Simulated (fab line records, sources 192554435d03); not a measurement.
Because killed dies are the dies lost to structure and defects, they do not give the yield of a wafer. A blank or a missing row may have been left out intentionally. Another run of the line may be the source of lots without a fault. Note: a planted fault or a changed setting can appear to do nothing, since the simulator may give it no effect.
2 desks, one fault	flow n5Finfet	only its own numbers are on each desk; what lay behind them is given at the end

THE METROLOGY DESK
Means of the sampled wafers that have a number, per lot and without regard to the tool the lot ran on: this is what the gauges read. Marked OUT: a lot whose mean sits more than 4 standard deviations from the usual mean, which makes it out of limits; the brackets give that distance. Shown here are 7 of its 10 readings, the ones lying furthest out on some lot.
Columns: A = DIBL_N at N5_BEOL_M4_RC_MEAS_101, usual 35.9 mV/V; B = DIBL_P at N5_BEOL_M4_RC_MEAS_101, usual 35.9 mV/V; C = IOFF_P at N5_BEOL_M4_RC_MEAS_101, usual 0.201 nA/um; D = ION_N at N5_BEOL_M4_RC_MEAS_101, usual 672 uA/um; E = SS_N at N5_BEOL_M4_RC_MEAS_101, usual 71.6 mV/dec; F = SS_P at N5_BEOL_M4_RC_MEAS_101, usual 73.1 mV/dec; G = VT_N at N5_BEOL_M4_RC_MEAS_101, usual 250.0 mV
lot	first seen here	A	B	C	D	E	F	G
L878	day 8 23:53	34.6	36.4	0.192	667	71.6	73.5	251.9
L877	day 9 06:42	35.9	36.2	0.212	675	71.5	73.2	248.9
L883	day 11 03:59	35.6	36.0	0.195	667	71.2	72.7	251.9
L885	day 11 05:29	36.2	34.4	0.178	670	70.9	72.3	251.2
L887	day 11 12:03	37.0	36.5	0.244	675	72.4	73.8	246.2
L889	day 12 05:29	38.3	36.3	0.208	676	71.6	73.9	249.1
L892	day 12 22:56	36.1	37.3	0.210	675	72.4	73.9	249.2
L896	day 13 23:38	34.7	33.7	0.184	657	71.3	72.9	254.4
This desk's finding: nothing out of limits on any of the 8 lots.

AT THE TOOL OWNER'S DESK: rieDiel-01
The tool's own readings at N5_BEOL_M0_SAQP_ETCH_107 (etches SiNx in CH3F/O2, target depth 30 nm): means of the sampled wafers that have a number, for each lot that ran on this tool. Marked OUT: a lot whose mean sits more than 4 standard deviations from the usual mean, which makes it out of limits; the brackets give that distance. Shown here are 7 of its 9 readings, the ones lying furthest out on some lot.
Columns: A = CH3F_flow_sccm at N5_BEOL_M0_SAQP_ETCH_107, usual 30.00 sccm; B = drypumpMotorCurrentA at N5_BEOL_M0_SAQP_ETCH_107, usual 5.9 A; C = mfcArSccm at N5_BEOL_M0_SAQP_ETCH_107, usual 150.0 sccm; D = oes_f_703_au at N5_BEOL_M0_SAQP_ETCH_107, usual 0.79 a.u.; E = oesProductAu at N5_BEOL_M0_SAQP_ETCH_107, usual 0.79 a.u.; F = rfFwdPowerW at N5_BEOL_M0_SAQP_ETCH_107, usual 390.9 W; G = throttleValvePct at N5_BEOL_M0_SAQP_ETCH_107, usual 16.33 %
lot	first seen here	A	B	C	D	E	F	G
L878	day 7 00:10	29.99	5.7	149.8	0.78	0.78	391.4	16.49
L877	day 7 00:46	29.92	6.0	150.5	0.91	0.92	391.8	16.07
L883	day 8 08:48	29.97	6.2	149.8	0.80	0.80	390.6	16.33
L885	day 8 23:22	30.05	5.6	150.1	0.87	0.89	391.7	16.17
L887	day 9 05:41	30.05	6.1	149.6	0.81	0.99	392.0	16.17
L889	day 9 12:52	29.97	6.3	150.5	0.95	1.05	392.1	16.22
This desk's finding: nothing out of limits on any of the 6 lots.

PUT TOGETHER
Metrology desk: nothing out of limits seen.
Nothing out of limits was seen by the tool owner's desk.

WHAT HAD BEEN PUT IN BY THE SIMULATOR
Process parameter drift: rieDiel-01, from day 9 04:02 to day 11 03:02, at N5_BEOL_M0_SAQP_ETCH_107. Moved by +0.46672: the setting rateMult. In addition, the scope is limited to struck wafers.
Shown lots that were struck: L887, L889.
